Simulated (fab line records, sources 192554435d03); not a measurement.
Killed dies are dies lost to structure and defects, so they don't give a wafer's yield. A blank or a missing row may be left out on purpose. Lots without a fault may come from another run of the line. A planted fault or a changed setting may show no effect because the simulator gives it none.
A struck lot beside a sound one | flow n5_finfet | 16 steps out of a route of 1938
Sound: wafers L477.1, L477.2, L477.5. Struck: wafer L478.4. (L478.1, L478.5 of the same lot were not struck and are left out.) The cause comes at the end.
At each step with rows: each side's tool, then ch and its chambers, then its first start. Under that, the readings that differ: sound wafers | struck wafers | difference of the means | sigmas: that difference in standard deviations of wafers without a fault.
alike: readings whose means differ by less than 2 such deviations, and words and numbers that are the same on both sides. not compared: withheld readings, readings that some wafer has no value for, bounds like >300 that may hide the same value, and numbers for which the record gives no deviation and whose values overlap.
The two part at a step that has a row with sigmas, a row that says differs or no value, or rows on one side only. Numbers that don't overlap but have no deviation are shown without sigmas and don't part them. A reading that every wafer of one side lacks parts them only if that side has two wafers or more.

first, 8 steps without rows for these wafers: N5_BEOL_M1_COAT_62 (time 60 s, resist thk 12 nm); N5_BEOL_M1_COAT_73 (time 60 s, resist thk 5 nm); N5_BEOL_M1_COAT_05 (resist thk 30 nm); N5_BEOL_M1_EBR_07; N5_BEOL_M1_SOFTBAKE_06 (time 60 s); N5_BEOL_M1_EXPOSE_08 (exposes mask M1); N5_BEOL_M1_PEB_09 (peb time 60 s); N5_BEOL_M1_DEVELOP_10 (develop time 30 s).
N5_BEOL_M1_CD_MEAS_11: target cd 17.05 nm.
  sound on cd_sem-02 ch 0, day 7 20:19; struck on cd_sem-03 ch 0, day 8 04:34
  alike: cd_nm
N5_BEOL_M1_OVL_MEAS_12:
  sound on overlay-02 ch 0, day 7 20:22; struck on overlay-01 ch 0, day 8 04:36
  alike: M1_OVL
N5_BEOL_M1_INSPECT_13: inspects for defects (brightfield).
  sound on defect_inspect-01, day 7 20:25; struck on defect_inspect-02, day 8 04:40
  reading          | sound       | struck | difference | sigmas
  raw_defect_count | 625 680 694 | 415    | -251       | -3
N5_BEOL_M1_DESCUM_16: chemistry O2, time 7 s.
  sound on rie_diel-06 ch 0,2, day 7 20:40; struck on rie_diel-06 ch 0, day 8 06:17
  alike: drypump_motor_current_A, oes_product_au, rf_vpp_V, showerhead_plenum_p_Torr, temp_c, throttle_valve_pct
  not compared: rf_hours_counter_h
N5_BEOL_M1_ETCH_74: etches underlayer in N2/H2, target depth 6.5 nm, time 5.2 s.
  sound on rie_diel-06 ch 0,2, day 7 20:42; struck on rie_diel-06 ch 0, day 8 06:20
  reading               | sound          | struck | difference | sigmas
  etch_rf_on_time_s (s) | 5.33 5.28 5.33 | 6.36   | +1.05      | +6
  alike: drypump_motor_current_A, n2_flow_sccm, oes_product_au, rf_vpp_V, showerhead_plenum_p_Torr, throttle_valve_pct
  not compared: rf_hours_counter_h
N5_BEOL_M1_ETCH_63: etches SiARC in CF4, target depth 15.6 nm, time 26 s.
  sound on rie_diel-06 ch 0,2, day 7 20:43; struck on rie_diel-06 ch 0, day 8 06:20
  alike: cf4_flow_sccm, drypump_motor_current_A, etch_rf_on_time_s, oes_product_au, rf_vpp_V, showerhead_plenum_p_Torr, throttle_valve_pct
  not compared: rf_hours_counter_h
-- the record jumps here: 6 days lie between the struck wafers' starts before and after (it left off in module BEOL_M1 and takes up again in module BEOL_M4, whose first step shown is number 1111 of the route) --
N5_BEOL_M4_RC_MEAS_101:
  sound on prober-02 ch 0, day 12 22:33; struck on prober-01 ch 0, day 14 01:27
  reading       | sound          | struck | difference | sigmas
  DIBL_N (mV/V) | 33.5 39.3 37.1 | 31.5   | -5.1       | -2
  SS_N (mV/dec) | 70.6 73.2 71.9 | 69.8   | -2.1       | -3
  alike: DIBL_P, IOFF_N, IOFF_P, ION_N, ION_P, SS_P, VT_N, VT_P
N5_PASSIVATION_PROBE_49:
  the record has rows for the sound wafers here (prober-01, day 17 22:13) and none for the struck ones

WHERE THEY PART
First at N5_BEOL_M1_INSPECT_13; last, within this record, at N5_PASSIVATION_PROBE_49.

WHY: what the simulator had put in
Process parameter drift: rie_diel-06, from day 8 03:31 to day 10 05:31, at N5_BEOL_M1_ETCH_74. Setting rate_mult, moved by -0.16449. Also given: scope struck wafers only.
